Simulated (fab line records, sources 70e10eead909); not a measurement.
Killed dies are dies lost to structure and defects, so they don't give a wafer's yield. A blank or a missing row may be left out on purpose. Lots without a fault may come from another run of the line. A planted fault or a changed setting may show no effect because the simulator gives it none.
Chamber matching | flow nand_harc | NHARC_A_BLC_CMP_25 on cmp-03: 4 sister chambers
The step polishes, t overpolish 30 s, target thk 150 nm. 4 wafers are shown with their chamber, then 8 later ones without.

WAFERS WITH THEIR CHAMBER
wafer  | chamber | motor_current_A (A)
L086.2 | 2       | 11.9
L086.5 | 0       | 12.0
L086.6 | 3       | 12.1
L090.1 | 1       | 12.5

WAFERS WITHOUT THEIR CHAMBER
wafer  | motor_current_A (A)
L090.2 | 12.8
L090.5 | 13.1
L088.2 | 12.4
L088.4 | 12.8
L088.5 | 13.1
L094.2 | 12.9
L094.3 | 12.6
L094.4 | 13.1

WHICH CHAMBER EACH WENT THROUGH
wafer  | from the rows above               | in truth
L090.2 | can't be placed: 1 or 3 or 0 or 2 | 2
L090.5 | can't be placed: 1 or 3 or 0 or 2 | 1
L088.2 | can't be placed: 1 or 3 or 0 or 2 | 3
L088.4 | can't be placed: 1 or 3 or 0 or 2 | 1
L088.5 | can't be placed: 1 or 3 or 0 or 2 | 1
L094.2 | can't be placed: 1 or 3 or 0 or 2 | 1
L094.3 | can't be placed: 1 or 3 or 0 or 2 | 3
L094.4 | can't be placed: 1 or 3 or 0 or 2 | 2
Placed correctly: 0 of 8. Can't be placed from these rows: 8 (the true chamber is among the candidates in 8). Placed wrongly: 0.
How it was worked out, from the rows above alone: a wafer's distance from a chamber is the root of the sum, over the readings, of the square of ((its reading less the chamber's mean) divided by the reading's scatter). The wafer belongs to the nearest chamber; if the next one is less than 2 further off, it can't be placed. A chamber's mean is the mean of its shown wafers. The scatter: with one shown wafer a chamber, the root of the mean of the squares of how far each hidden wafer lies from its nearest shown one.
